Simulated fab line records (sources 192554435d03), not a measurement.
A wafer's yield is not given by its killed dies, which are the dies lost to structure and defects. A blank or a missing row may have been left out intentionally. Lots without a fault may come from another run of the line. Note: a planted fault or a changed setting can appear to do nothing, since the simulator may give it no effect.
Matching of chambers + flow n5-finfet + N5_MOL_CONTACT_COAG_CMP_23 on cmp-04 has 4 sister chambers
The step polishes, stops on SiO2, t overpolish 1.5 s, target thk 0 nm. 18 wafers are shown with their chamber, then 9 later ones without.

EACH WAFER AND ITS CHAMBER
| wafer  | chamber | motor-current-A (A) | time-to-endpoint-s (s) | overpolish-run-s (s) |
|--------|---------|---------------------|------------------------|----------------------|
| L074.4 | 0       | 7.0                 | 5.1                    | 1.496                |
| L074.5 | 0       | 6.4                 | 8.9                    | 1.482                |
| L074.6 | 3       | 8.6                 | 15.7                   | 1.490                |
| L076.3 | 1       | 6.9                 | 7.0                    | 1.514                |
| L076.4 | 2       | 6.3                 | 10.5                   | 1.503                |
| L076.5 | 2       | 6.5                 | 7.5                    | 1.504                |
| L077.2 | 3       | 9.4                 | 13.5                   | 1.500                |
| L077.3 | 0       | 6.4                 | 8.8                    | 1.519                |
| L077.6 | 0       | 6.7                 | 7.4                    | 1.488                |
| L080.1 | 3       | 8.8                 | 14.7                   | 1.512                |
| L080.4 | 0       | 6.8                 | 8.2                    | 1.505                |
| L080.5 | 3       | 8.8                 | 14.4                   | 1.515                |
| L081.1 | 1       | 7.2                 | 3.5                    | 1.498                |
| L081.3 | 3       | 8.4                 | 12.8                   | 1.508                |
| L081.5 | 2       | 6.2                 | 9.1                    | 1.499                |
| L083.2 | 0       | 6.9                 | 7.6                    | 1.498                |
| L083.3 | 1       | 7.0                 | 10.1                   | 1.500                |
| L083.5 | 3       | 8.9                 | 13.4                   | 1.511                |

SIGNATURES, as means of the wafers listed above
| reading            | chamber 0 | chamber 1 | chamber 2 | chamber 3 | scatter within a chamber |
|--------------------|-----------|-----------|-----------|-----------|--------------------------|
| motor-current-A    | 6.700     | 7.033     | 6.333     | 8.817     | 0.265                    |
| time-to-endpoint-s | 7.667     | 6.867     | 9.033     | 14.083    | 1.72                     |
| overpolish-run-s   | 1.49800   | 1.50400   | 1.50200   | 1.50600   | 0.0102                   |
Rule: for a wafer and a chamber, the distance is found by dividing, reading by reading, the gap between the wafer's reading and the chamber's mean by the reading's scatter, squaring, summing and taking the root. If the next closest chamber is less than 2 further off than the closest, the wafer can't be placed; otherwise it belongs to the closest. The scatter: the root of (the sum of the squares of (reading less its chamber's mean) over the shown wafers, divided by (wafers less chambers)).

WAFERS WITH NO CHAMBER GIVEN
| wafer  | motor-current-A (A) | time-to-endpoint-s (s) | overpolish-run-s (s) |
|--------|---------------------|------------------------|----------------------|
| L091.1 | 8.9                 | 10.3                   | 1.520                |
| L091.3 | 6.7                 | 5.2                    | 1.479                |
| L091.6 | 6.1                 | 7.0                    | 1.511                |
| L092.2 | 7.1                 | 4.6                    | 1.503                |
| L092.4 | 6.6                 | 8.6                    | 1.507                |
| L092.6 | 6.3                 | 8.4                    | 1.519                |
| L094.1 | 6.2                 | 11.1                   | 1.501                |
| L094.2 | 7.2                 | 7.0                    | 1.495                |
| L094.6 | 7.1                 | 6.1                    | 1.503                |

WHICH CHAMBER EACH ONE RAN IN
| wafer  | from the rows above          | in truth |
|--------|------------------------------|----------|
| L091.1 | 3                            | 3        |
| L091.3 | can't be placed: 0 or 1 or 2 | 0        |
| L091.6 | can't be placed: 2 or 0 or 1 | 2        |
| L092.2 | can't be placed: 1 or 0      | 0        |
| L092.4 | can't be placed: 0 or 2 or 1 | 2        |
| L092.6 | can't be placed: 2 or 0 or 1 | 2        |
| L094.1 | can't be placed: 2 or 0      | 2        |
| L094.2 | can't be placed: 1 or 0      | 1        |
| L094.6 | can't be placed: 1 or 0      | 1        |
Correctly placed: 1 of 9. From these rows, 8 cannot be placed; in 8 the true chamber is one of the candidates. 0 placed wrongly.
